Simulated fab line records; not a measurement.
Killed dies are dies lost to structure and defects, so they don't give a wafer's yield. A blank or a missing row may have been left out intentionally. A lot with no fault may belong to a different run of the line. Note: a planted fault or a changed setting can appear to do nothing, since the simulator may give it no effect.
Split-lot study | flow n5_finfet | 21 wafers read from 7 lots, route of 1938 steps

THE SPLIT
At N5_SD_EPI_N_COAT_32 (time 60 s, resist thk 350 nm), the setting spin_rpm was moved away from the recipe's 1500 rpm on 8 of the 21 wafers read, by -10.3% to +10.9%. This setting was run at the recipe's value on the other wafers.

The reading is taken at the split's own step.

THE READING
SOC_of_SD_EPI_N_COAT_32.thk_nm (the simulator's own value, which no gauge read), in nm, at N5_SD_EPI_N_COAT_32 (time 60 s, resist thk 350 nm). The file gives no usual value for it. The 13 wafers here that ran the recipe average 350.3 nm, standard deviation 1 nm.

wafer  | tool, chamber at the split | spin_rpm as run, rpm | against the recipe | SOC_of_SD_EPI_N_COAT_32.thk_nm, nm | against lot-mates on the recipe
L074.1 | litho_track-03, 0          | 1500                 | recipe             | 350.4                              | -
L074.2 | litho_track-03, 0          | 1500                 | recipe             | 350                                | -
L074.4 | litho_track-03, 0          | 1500                 | recipe             | 351.2                              | -
L076.1 | litho_track-04, 0          | 1412                 | -5.9%              | 361.2                              | +11.0
L076.3 | litho_track-04, 0          | 1500                 | recipe             | 350.2                              | -
L076.4 | litho_track-04, 0          | 1412                 | -5.9%              | 360.8                              | +10.6
L078.2 | litho_track-05, 0          | 1345                 | -10.3%             | 371.2                              | +19.4
L078.3 | litho_track-05, 0          | 1500                 | recipe             | 352.2                              | -
L078.4 | litho_track-05, 0          | 1500                 | recipe             | 351.4                              | -
L082.3 | litho_track-04, 0          | 1500                 | recipe             | 350.8                              | -
L082.5 | litho_track-04, 0          | 1664                 | +10.9%             | 331.8                              | -19.0
L082.6 | litho_track-04, 0          | 1664                 | +10.9%             | 331.4                              | -19.4
L089.1 | litho_track-03, 0          | 1394                 | -7.1%              | 362.4                              | +12.2
L089.2 | litho_track-03, 0          | 1500                 | recipe             | 350.2                              | -
L089.5 | litho_track-03, 0          | 1394                 | -7.1%              | 363.4                              | +13.2
L090.1 | litho_track-05, 0          | 1500                 | recipe             | 351                                | -
L090.4 | litho_track-05, 0          | 1500                 | recipe             | 350                                | -
L090.6 | litho_track-05, 0          | 1500                 | recipe             | 349.8                              | -
L094.2 | litho_track-04, 0          | 1500                 | recipe             | 348                                | -
L094.4 | litho_track-04, 0          | 1500                 | recipe             | 349.2                              | -
L094.5 | litho_track-04, 0          | 1606                 | +7.1%              | 337.6                              | -11.0

FIT RESULTS
A straight line over all 21 wafers: SOC_of_SD_EPI_N_COAT_32.thk_nm changes by -1.8 nm for each +1% of spin_rpm; r = -0.99; the points scatter about the line by 1 nm.
The same after taking each lot's own level away (the mean of its wafers on the recipe; 21 wafers): -1.78 nm for each +1%; r = -1.00; scatter 0.58 nm.
According to that fit, moving spin_rpm by its largest amount changes the reading by 19 nm.
The lots' own levels span 348.60 to 351.80 nm, that is 3.2 times the standard deviation above.
The two slopes are in agreement: the lot-to-lot level therefore moves the slope only a little.
Check: -19.3 nm against its lot-mates is what the line predicts for one of the wafers moved furthest among these (+10.9%) when that wafer is left out of the fit. Against them it came out at -19 nm.

ADDITIONAL SPLITS CARRIED BY THESE WAFERS
Note: prior to the reading, these wafers also went through further splits. Each is held against what the fit with the lots' levels taken away leaves over:
other split on the same wafers          | wafers away from the commonest value | r with SOC_of_SD_EPI_N_COAT_32.thk_nm (lot level and that fit taken away)
N5_ZERO_LAYER_EXPOSE_08 dose_mj         | 8                                    | +0.04
N5_ZERO_LAYER_DEVELOP_10 develop_time_s | 1                                    | +0.55
N5_WELL_APT_COAT_02 spin_rpm            | 8                                    | -0.03
N5_WELL_APT_PEB_06 peb_time_s           | 5                                    | -0.05
N5_FIN_SAQP_PEB_14 peb_time_s           | 6                                    | -0.23
N5_FIN_SAQP_DEVELOP_15 develop_time_s   | 8                                    | -0.28
N5_FIN_SAQP_ETCH_69 target_depth_a      | 12                                   | -0.13

FILE'S OWN FIT
SOC_of_SD_EPI_N_COAT_32.thk_nm changes by -1.78 nm for each +1% of spin_rpm, r = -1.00.
